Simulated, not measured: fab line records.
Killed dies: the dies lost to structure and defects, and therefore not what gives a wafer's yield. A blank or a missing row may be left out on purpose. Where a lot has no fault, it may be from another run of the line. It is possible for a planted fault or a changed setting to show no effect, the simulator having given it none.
fab line records ; flow nand_harc
[record] lots = 5; wafers = 15; last_day = 33
route steps=1302 shown P_ZERO_WELL@68 P_STI@69
lots that met no fault: from a run of the same line without faults
start_h: hours from the record's opening day to when the first of the lot's shown wafers began ; wait_h: hours since the lot's step before ; " unchanged from the row above ; L1.1+2: several wafers, shown together as one row ; - no value present, or no start provided ; * or withheld: withheld ; < > ~ a bound
route shown NAME@n: NAME is a module with steps in the file, n the number in the route of the first one ; usual: mean/standard deviation taken from wafers without a fault ; same: alike in all rows ; chamber/n: place in a boat ; sites: per-site readings ; _std_site: standard deviation across them ; _edge_site: the outer-site mean with the inner-site mean subtracted ; radius_mm: how far each site lies from the wafer's centre ; mask NAME#n: copy n ; behind: the last tool/chamber to shape the wafer ; hold: why the lot went on hold/how many hours it stayed there/how the hold came to an end ; device: the transistor (n, p or np) that didn't switch ; end of line: at the end of the route, the tests of the same wafers ; a step with no rows: only its recipe ; killed: not the wafer's yield, but the dies lost to structure and defects at the first sort ; map: shows each die of a wafer: x if killed, . if not, _ if none is there
set.NAME: the run value of the setting; set.NAME@STEP: its run value at that earlier step ; model.NAME: the simulator's own value behind a step, which no gauge read
certain route steps with their lots: each step a table, each wafer a row
services: a tool's chamber out of use, with start hour (start_h, from the record's first day; less than 0 if before it), hours out, and reason
[[steps]]
[step NHARC_P_ZERO_WELL_INSPECT_43]
[usual] raw_defect_count = 15/7.1
lot.wafer;tool;chamber;start_h;wait_h;raw_defect_count
L422.1;defect_inspect-01;-;38.21;1.1;18
L422.2;defect_inspect-01;-;38.21;1.1;21
L422.5;defect_inspect-01;-;38.21;1.1;11
L427.3;defect_inspect-02;-;87.86;0.4;8
L427.4;defect_inspect-02;-;87.86;0.4;8
L427.6;defect_inspect-02;-;87.86;0.4;6
L437.2;defect_inspect-02;-;187.88;0.5;9
L437.3;defect_inspect-02;-;187.88;0.5;16
L437.6;defect_inspect-02;-;187.88;0.5;9
L440.1;defect_inspect-01;-;217.47;0.6;8
L440.3;defect_inspect-01;-;217.47;0.6;17
L440.5;defect_inspect-01;-;217.47;0.6;24
L444.4;defect_inspect-02;-;257.82;0.2;20
L444.5;defect_inspect-02;-;257.82;0.2;16
L444.6;defect_inspect-02;-;257.82;0.2;20
[step NHARC_P_STI_ETCH_26]
[recipe] target_depth_a = 110; chemistry = dHF; material = SiO2
[step NHARC_P_STI_PRECLEAN_27]
[recipe] time_s = *; temp_c = 50; bath_age_min = 0; chemistry = SC1
[step NHARC_P_STI_SRD_28]
[step NHARC_P_STI_OXIDE_29]
[recipe] target_thk_a = 100; temp_c = 900; ox_time_s = 1362; material = SiO2
[step NHARC_P_STI_HM_DEP_30]
[recipe] target_thk_a = 800; temp_c = 790; pressure_mtorr = 300; time_s = 873; material = Si3N4
[step NHARC_P_STI_DEHYDRATE_01]
[recipe] temp_c = 150; time_s = 120
[step NHARC_P_STI_HMDS_02]
[recipe] time_s = 30
[step NHARC_P_STI_COAT_41]
[recipe] temp_c = 200; time_s = 65
[step NHARC_P_STI_COAT_03]
[recipe] spin_rpm = 2000; resist_thk_nm = 600
[step NHARC_P_STI_SOFTBAKE_04]
[recipe] temp_c = 125; time_s = 70
[step NHARC_P_STI_EBR_05]
[step NHARC_P_STI_EXPOSE_06]
[recipe] na = 0.55; target_cd_nm = 200; dose_mj = 37.69; mask_id = P_STI
[usual] reticle_temp_C = 23.01/0.12; stage_vel_mm_s = 500.01/0.25
lot.wafer;tool;chamber;start_h;wait_h;mask;reticle_temp_C;stage_vel_mm_s
L422.1;krf_scanner-02;0;53.43;-;P_STI#0;23.00;499.96
L422.2;krf_scanner-02;0;53.43;-;P_STI#0;23.01;499.83
L422.5;krf_scanner-02;0;53.43;-;P_STI#0;23.08;499.89
L427.3;krf_scanner-02;0;106.80;-;P_STI_R1#0;22.87;500.09
L427.4;krf_scanner-02;0;106.80;-;P_STI_R1#0;23.02;500.20
L427.6;krf_scanner-02;0;106.80;-;P_STI_R1#0;22.99;500.16
L437.2;krf_scanner-01;0;202.11;-;P_STI#0;23.06;500.21
L437.3;krf_scanner-01;0;202.11;-;P_STI#0;23.02;500.42
L437.6;krf_scanner-01;0;202.11;-;P_STI#0;22.79;500.11
L440.1;krf_scanner-02;0;233.78;-;P_STI#0;22.96;500.52
L440.3;krf_scanner-02;0;233.78;-;P_STI#0;23.00;500.12
L440.5;krf_scanner-02;0;233.78;-;P_STI#0;23.03;500.33
L444.4;krf_scanner-02;0;275.47;-;P_STI#0;22.81;500.06
L444.5;krf_scanner-02;0;275.47;-;P_STI#0;22.86;499.82
L444.6;krf_scanner-02;0;275.47;-;P_STI#0;22.68;500.17
[step NHARC_P_STI_PEB_07]
[recipe] peb_temp_c = 128; peb_time_s = 80
[step NHARC_P_STI_DEVELOP_08]
[recipe] time_s = 50; dev_temp_c = 22
[step NHARC_P_STI_CD_MEAS_09]
[recipe] target_cd_nm = 200; landing_energy_ev = 500
[usual] cd_nm = 201.6/2.7
lot.wafer;tool;chamber;start_h;wait_h;cd_nm
L422.1;cd_sem-02;0;53.58;-;202.7
L422.2;cd_sem-02;0;53.58;-;210.0
L422.5;cd_sem-02;0;53.58;-;200.1
L427.3;cd_sem-03;0;106.95;-;239.1
L427.4;cd_sem-03;0;106.95;-;235.5
L427.6;cd_sem-03;0;106.95;-;237.0
L437.2;cd_sem-02;0;202.26;-;201.1
L437.3;cd_sem-02;0;202.26;-;197.5
L437.6;cd_sem-02;0;202.26;-;204.2
L440.1;cd_sem-03;0;233.93;-;197.3
L440.3;cd_sem-03;0;233.93;-;200.3
L440.5;cd_sem-03;0;233.93;-;201.4
L444.4;cd_sem-02;0;275.61;-;205.6
L444.5;cd_sem-02;0;275.61;-;204.5
L444.6;cd_sem-02;0;275.61;-;203.8
[step NHARC_P_STI_OVL_MEAS_10]
[usual] overlay_x_nm = 1/5; overlay_y_nm = -1/7.4
lot.wafer;tool;chamber;start_h;wait_h;overlay_x_nm;overlay_y_nm
L422.1;overlay-01;-;53.67;-;-7;-3
L422.2;overlay-01;-;53.67;-;-7;-2
L422.5;overlay-01;-;53.67;-;-8;-3
L427.3;overlay-01;-;107.03;-;7;5
L427.4;overlay-01;-;107.03;-;6;5
L427.6;overlay-01;-;107.03;-;6;5
L437.2;overlay-02;-;202.34;-;-3;1
L437.3;overlay-02;-;202.34;-;-3;1
L437.6;overlay-02;-;202.34;-;-3;1
L440.1;overlay-01;-;234.01;-;5;-2
L440.3;overlay-01;-;234.01;-;4;-2
L440.5;overlay-01;-;234.01;-;5;-3
L444.4;overlay-01;-;275.69;-;-2;6
L444.5;overlay-01;-;275.69;-;-2;6
L444.6;overlay-01;-;275.69;-;-2;5
[step NHARC_P_STI_INSPECT_11]
[usual] raw_defect_count = 5.6/2.7
lot.wafer;tool;chamber;start_h;wait_h;raw_defect_count
L422.1;defect_inspect-02;-;53.70;0.0;5
L422.2;defect_inspect-02;-;53.70;0.0;3
L422.5;defect_inspect-02;-;53.70;0.0;4
L427.3;defect_inspect-02;-;107.07;0.0;6
L427.4;defect_inspect-02;-;107.07;0.0;7
L427.6;defect_inspect-02;-;107.07;0.0;4
L437.2;defect_inspect-02;-;202.38;0.0;5
L437.3;defect_inspect-02;-;202.38;0.0;8
L437.6;defect_inspect-02;-;202.38;0.0;3
L440.1;defect_inspect-02;-;234.05;0.0;6
L440.3;defect_inspect-02;-;234.05;0.0;2
L440.5;defect_inspect-02;-;234.05;0.0;5
L444.4;defect_inspect-02;-;275.73;0.0;4
L444.5;defect_inspect-02;-;275.73;0.0;5
L444.6;defect_inspect-02;-;275.73;0.0;6
[step NHARC_P_STI_HARDBAKE_13]
[recipe] temp_c = 118; time_s = 65
[step NHARC_P_STI_DESCUM_14]
[recipe] time_s = 3; o2_flow_sccm = 200; ar_flow_sccm = 0; bias_power_w = 0; chemistry = O2
[usual] drypump_motor_current_A = 5.95/0.27; oes_product_au = 0.998/0.015; rf_vpp_V = 57.9/0.92; showerhead_plenum_p_Torr = 1.94/0.077; throttle_valve_pct = 11.311/0.0088
lot.wafer;tool;chamber;start_h;wait_h;drypump_motor_current_A;oes_product_au;rf_hours_counter_h;rf_vpp_V;showerhead_plenum_p_Torr;throttle_valve_pct;model.P_STI.cd_nm
L422.2;rie_diel-09;2;53.84;-;6.13;0.974;3.1;59.1;2.01;11.305;210.2
L422.1;rie_diel-09;3;53.84;-;6.09;0.998;3.1;59.5;2.07;11.297;202.5
L422.5;rie_diel-09;2;53.84;-;6.12;0.984;-;58.8;2.01;11.303;200.3
L427.4;rie_diel-06;2;107.26;-;5.79;0.996;11.9;60.6;2.00;11.311;235.9
L427.3;rie_diel-06;3;107.26;-;6.07;1.000;11.9;57.6;1.79;11.321;238.7
L427.6;rie_diel-06;0;107.26;-;6.38;1.003;-;56.9;1.80;11.316;237
L437.2;rie_diel-09;3;202.52;-;6.12;1.021;3.2;59.3;2.06;11.308;200.6
L437.3;rie_diel-09;0;202.52;-;5.47;1.001;3.2;56.8;1.92;11.311;196.9
L437.6;rie_diel-09;2;202.52;-;6.11;0.991;-;57.8;2.01;11.302;204.8
L440.1;rie_diel-06;1;234.19;-;5.91;0.974;8.8;57.9;1.82;11.301;197.1
L440.3;rie_diel-06;0;234.19;-;6.42;0.988;7.2;56.1;1.80;11.315;200.5
L440.5;rie_diel-06;1;234.19;-;5.90;0.975;-;58.2;1.82;11.310;201.8
L444.4;rie_diel-09;1;275.87;-;5.82;0.977;7.5;59.4;2.00;11.308;206.1
L444.6;rie_diel-09;0;275.87;-;5.40;1.001;-;56.2;1.92;11.312;203
L444.5;rie_diel-09;1;275.87;-;5.81;0.985;-;57.6;2.00;11.305;205.2
[step NHARC_P_STI_ETCH_42]
[recipe] target_depth_a = 800; overetch_a = 240; time_s = 61; ion_energy_ev = 200; n2_flow_sccm = 150; h2_flow_sccm = 150; ar_flow_sccm = 0; rf_w = 400; bias_w = 150; chemistry = N2/H2
[usual] bias_w = 150.0/0.47; drypump_motor_current_A = 5.92/0.27; n2_flow_sccm = 149.9/0.44; oes_product_au = 1.000/0.015; rf_vpp_V = 431.4/2.2; showerhead_plenum_p_Torr = 2.07/0.081; throttle_valve_pct = 14.172/0.0086
lot.wafer;tool;chamber;start_h;wait_h;bias_w;drypump_motor_current_A;n2_flow_sccm;oes_product_au;rf_hours_counter_h;rf_vpp_V;showerhead_plenum_p_Torr;throttle_valve_pct
L422.1;rie_diel-09;3;53.92;0.1;151.3;6.11;149.6;1.004;3.1;435.1;2.21;14.169
L422.2;rie_diel-09;1;53.92;0.1;150.3;5.83;149.7;1.001;3.6;433.0;2.13;14.176
L422.5;rie_diel-09;0;53.92;0.1;149.6;5.47;150.1;0.997;-;430.6;2.05;14.182
L427.3;rie_diel-06;0;107.33;0.1;150.3;6.39;150.0;1.009;11.3;427.9;1.92;14.172
L427.4;rie_diel-06;1;107.33;0.1;150.6;5.93;150.1;0.993;11.3;426.3;1.94;14.160
L427.6;rie_diel-06;0;107.33;0.1;148.7;6.37;150.2;1.013;-;426.6;1.92;14.186
L437.3;rie_diel-09;2;202.61;0.1;149.9;6.12;149.2;1.010;2.9;433.5;2.15;14.179
L437.2;rie_diel-09;3;202.61;0.1;150.1;6.09;149.8;1.022;3.2;435.4;2.20;14.167
L437.6;rie_diel-09;1;202.61;0.1;149.9;5.83;150.4;0.992;-;432.8;2.13;14.165
L440.1;rie_diel-06;3;234.28;0.1;150.6;6.02;149.9;1.006;8.2;427.5;1.90;14.162
L440.3;rie_diel-06;1;234.28;0.1;150.9;5.91;151.1;0.981;8.8;428.2;1.94;14.173
L440.5;rie_diel-06;2;234.28;0.1;149.9;5.80;149.5;1.000;-;434.0;2.13;14.170
L444.4;rie_diel-09;1;275.95;0.1;150.7;5.83;149.7;0.990;7.5;432.5;2.13;14.160
L444.5;rie_diel-09;1;275.95;0.1;150.3;5.82;150.2;0.992;-;432.6;2.13;14.177
L444.6;rie_diel-09;2;275.95;0.1;150.5;6.12;150.0;0.990;-;434.6;2.14;14.181
[step NHARC_P_STI_ETCH_31]
[recipe] target_depth_a = 1089; time_s = 54.5; cf4_flow_sccm = 100; chf3_flow_sccm = 30; ar_flow_sccm = 0; rf_w = 500; bias_w = 200; chemistry = CF4/CHF3
[usual] bias_w = 199.9/0.61; drypump_motor_current_A = 5.91/0.27; oes_product_au = 0.954/0.022; rf_vpp_V = 371.2/2.1; showerhead_plenum_p_Torr = 1.59/0.058; throttle_valve_pct = 16.802/0.0093
lot.wafer;tool;chamber;start_h;wait_h;bias_w;drypump_motor_current_A;oes_product_au;rf_hours_counter_h;rf_vpp_V;showerhead_plenum_p_Torr;throttle_valve_pct
L422.1;rie_diel-09;3;-;-;200.4;6.07;0.952;3.1;374.8;1.69;16.822
L422.2;rie_diel-09;0;-;-;199.5;5.48;0.968;3.5;369.8;1.58;16.801
L422.5;rie_diel-09;0;-;-;199.9;5.46;0.975;-;370.1;1.58;16.795
L427.3;rie_diel-06;2;-;-;199.8;5.79;0.981;12.0;373.0;1.64;16.802
L427.4;rie_diel-06;0;-;-;200.5;6.41;0.971;11.3;366.7;1.49;16.785
L427.6;rie_diel-06;3;-;-;201.4;6.05;0.978;-;368.0;1.48;16.799
L437.2;rie_diel-09;3;-;-;198.8;6.09;0.935;3.2;375.5;1.69;16.803
L437.3;rie_diel-09;0;-;-;200.2;5.46;0.928;3.2;372.2;1.58;16.799
L437.6;rie_diel-09;2;-;-;201.5;6.11;0.929;-;373.6;1.65;16.806
L440.1;rie_diel-06;0;-;-;199.7;6.45;0.977;7.3;367.0;1.49;16.800
L440.3;rie_diel-06;1;-;-;200.0;5.88;0.950;8.8;369.1;1.50;16.790
L440.5;rie_diel-06;3;-;-;200.1;6.02;0.974;-;366.5;1.48;16.811
L444.4;rie_diel-09;1;-;-;200.3;5.79;0.921;7.6;372.3;1.64;16.796
L444.5;rie_diel-09;0;-;-;200.3;5.46;0.931;-;370.8;1.58;16.804
L444.6;rie_diel-09;1;-;-;199.7;5.81;0.927;-;373.2;1.64;16.796
[step NHARC_P_STI_ETCH_15]
[recipe] target_depth_a = 3000; taper_deg = 4; time_s = 100.1; hbr_flow_sccm = 150; cl2_flow_sccm = 50; rf_w = 400; icp_w = 400; bias_w = 100; chemistry = HBr/Cl2
[usual] bias_w = 100.0/0.3; drypump_motor_current_A = 5.7/0.47; he_backside_leak_sccm = 2.77/0.29; oes_product_au = 1.001/0.012; throttle_valve_pct = 26.406/0.0085
lot.wafer;tool;chamber;start_h;wait_h;bias_w;drypump_motor_current_A;he_backside_leak_sccm;oes_product_au;rf_hours_counter_h;throttle_valve_pct;model.P_STI.cd_nm
L422.2;rie_si-04;1;54.13;-;99.7;6.2;2.54;0.986;0.45;26.413;208.5
L422.1;rie_si-04;2;54.13;-;100.2;5.6;2.64;1.013;0.39;26.389;199.9
L422.5;rie_si-04;0;54.13;-;99.7;5.7;2.92;0.982;-;26.408;199.1
L427.3;rie_si-04;0;107.54;-;99.7;5.7;3.02;0.982;0.75;26.420;240
L427.4;rie_si-04;0;107.54;-;100.1;5.7;4.87;0.976;-;26.410;235.8
L427.6;rie_si-04;2;107.54;-;100.3;5.6;2.71;0.996;-;26.411;238.3
L437.2;rie_si-01;1;202.79;-;100.4;5.2;2.82;0.994;0.01;26.399;197.7
L437.3;rie_si-01;3;202.79;-;100.1;6.2;2.92;0.996;0.01;26.399;197.4
L437.6;rie_si-01;2;202.79;-;100.0;5.5;3.05;1.000;-;26.397;204.7
L440.1;rie_si-04;0;234.48;-;100.1;5.7;2.80;0.981;0.33;26.423;196.9
L440.3;rie_si-04;1;234.48;-;99.4;6.2;2.19;0.991;0.29;26.408;202.5
L440.5;rie_si-04;0;234.48;-;100.3;5.7;2.72;0.983;-;26.403;201.4
L444.4;rie_si-01;0;276.17;-;100.3;6.1;2.42;0.991;0.50;26.398;205.3
L444.5;rie_si-01;2;276.17;-;100.4;5.5;2.95;1.008;-;26.386;206
L444.6;rie_si-01;3;276.17;-;100.1;6.2;3.07;0.995;-;26.406;203.3
[step NHARC_P_STI_CD_MEAS_16]
[usual] cd_nm = 201.1/2.9
lot.wafer;tool;chamber;start_h;wait_h;cd_nm
L422.1;cd_sem-03;-;54.27;-;199.9
L422.2;cd_sem-03;-;54.27;-;208.8
L422.5;cd_sem-03;-;54.27;-;198.6
L427.3;cd_sem-01;-;107.72;-;239.7
L427.4;cd_sem-01;-;107.72;-;236.1
L427.6;cd_sem-01;-;107.72;-;238.2
L437.2;cd_sem-01;-;202.95;-;197.9
L437.3;cd_sem-01;-;202.95;-;197.6
L437.6;cd_sem-01;-;202.95;-;204.8
L440.1;cd_sem-02;-;234.62;-;197.2
L440.3;cd_sem-02;-;234.62;-;202.6
L440.5;cd_sem-02;-;234.62;-;201.3
L444.4;cd_sem-01;-;276.31;-;205.5
L444.5;cd_sem-01;-;276.31;-;206.2
L444.6;cd_sem-01;-;276.31;-;203.6
[step NHARC_P_STI_OCD_MEAS_17]
[usual] trench_depth_nm = 301/5.3; trench_foot_cd_nm = 159.5/2.9
lot.wafer;tool;chamber;start_h;wait_h;trench_depth_nm;trench_foot_cd_nm
L422.1;ocd-01;-;54.36;0.1;305;160.0
L422.2;ocd-01;-;54.36;0.1;294;168.5
L422.5;ocd-01;-;54.36;0.1;294;158.2
L427.3;ocd-02;-;107.81;0.1;290;198.0
L427.4;ocd-02;-;107.81;0.1;290;194.8
L427.6;ocd-02;-;107.81;0.1;299;195.6
L437.2;ocd-02;-;203.04;0.1;295;159.3
L437.3;ocd-02;-;203.04;0.1;299;155.6
L437.6;ocd-02;-;203.04;0.1;303;161.7
L440.1;ocd-01;-;234.71;0.1;294;156.2
L440.3;ocd-01;-;234.71;0.1;298;158.7
L440.5;ocd-01;-;234.71;0.1;291;160.5
L444.4;ocd-02;-;276.39;0.1;297;163.4
L444.5;ocd-02;-;276.39;0.1;301;162.9
L444.6;ocd-02;-;276.39;0.1;296;162.2
[step NHARC_P_STI_STRIP_19]
[recipe] time_s = 900; temp_c = 130; chemistry = SPM
[[services]]
tool;chamber;start_h;hours;kind
krf_scanner-02;-;55.02;0.5;repair
rie_si-01;-;55.27;2.0;repair
krf_scanner-02;-;63.03;1.8;repair
rie_diel-09;3;82.96;3.3;repair
rie_diel-06;1;94.70;1.4;repair
krf_scanner-02;-;95.37;4.0;pm
rie_si-04;1;106.68;13.8;repair
rie_diel-09;1;112.02;9.1;repair
rie_si-01;2;114.65;2.1;repair
rie_si-01;3;123.71;5.3;repair
rie_diel-06;-;130.23;9.0;pm
rie_diel-06;3;139.39;8.4;repair
rie_diel-09;-;143.12;9.0;pm
rie_si-04;-;165.00;9.0;pm
rie_diel-06;0;167.20;8.6;repair
krf_scanner-02;-;174.21;0.6;repair
rie_si-01;1;183.56;5.2;repair
rie_si-01;-;193.00;9.0;pm
krf_scanner-02;-;202.91;1.0;repair
krf_scanner-02;-;216.04;0.2;repair
rie_diel-09;0;260.17;12.0;repair
rie_diel-09;-;264.26;0.6;repair
krf_scanner-02;-;267.37;4.0;pm
rie_diel-09;-;272.91;0.9;repair
[[key]]
[first_sign] step = NHARC_P_STI_EXPOSE_06; reading = mask; direction = changed
[effect] step = NHARC_P_STI_CD_MEAS_09; reading = cd_nm; direction = up; sigmas = 13; usual = 201.6; struck = 237.2
[effect] step = NHARC_P_STI_CD_MEAS_16; reading = cd_nm; direction = up; sigmas = 13; usual = 201.1; struck = 238.0
[effect] step = NHARC_P_STI_OCD_MEAS_17; reading = trench_foot_cd_nm; direction = up; sigmas = 12; usual = 159.5; struck = 196.1
[model_effect] step = NHARC_P_STI_DESCUM_14; value = P_STI.cd_nm; without = 203.1; struck = 237.2
[model_effect] step = NHARC_P_STI_ETCH_15; value = P_STI.cd_nm; without = 204; struck = 238
met_at NHARC_P_STI_EXPOSE_06
struck_wafers L427.3,L427.4,L427.6
sort_left_out L427.3,L427.4,L427.6
tester_left_out L427
onset_between 53.43 106.80
[fault] kind = wrong_mask; tool = any; chamber = -; onset_h = 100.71; steps = NHARC_P_STI_EXPOSE_06; aux_copy = P_STI_R1#0; cd_offset_nm = 34.052; scope = struck_lots_only
// tester_left_out: of these lots the tester's yield and bins aren't shown, on N5 and GAA mostly nor the transistor test; their killed dies are dies lost to structure and defects alone, not to doping, threshold or leakage, so they don't give the yield
// sort_left_out: the simulated sort isn't trusted on such a fault, so these wafers' sort isn't shown, and their yield isn't known
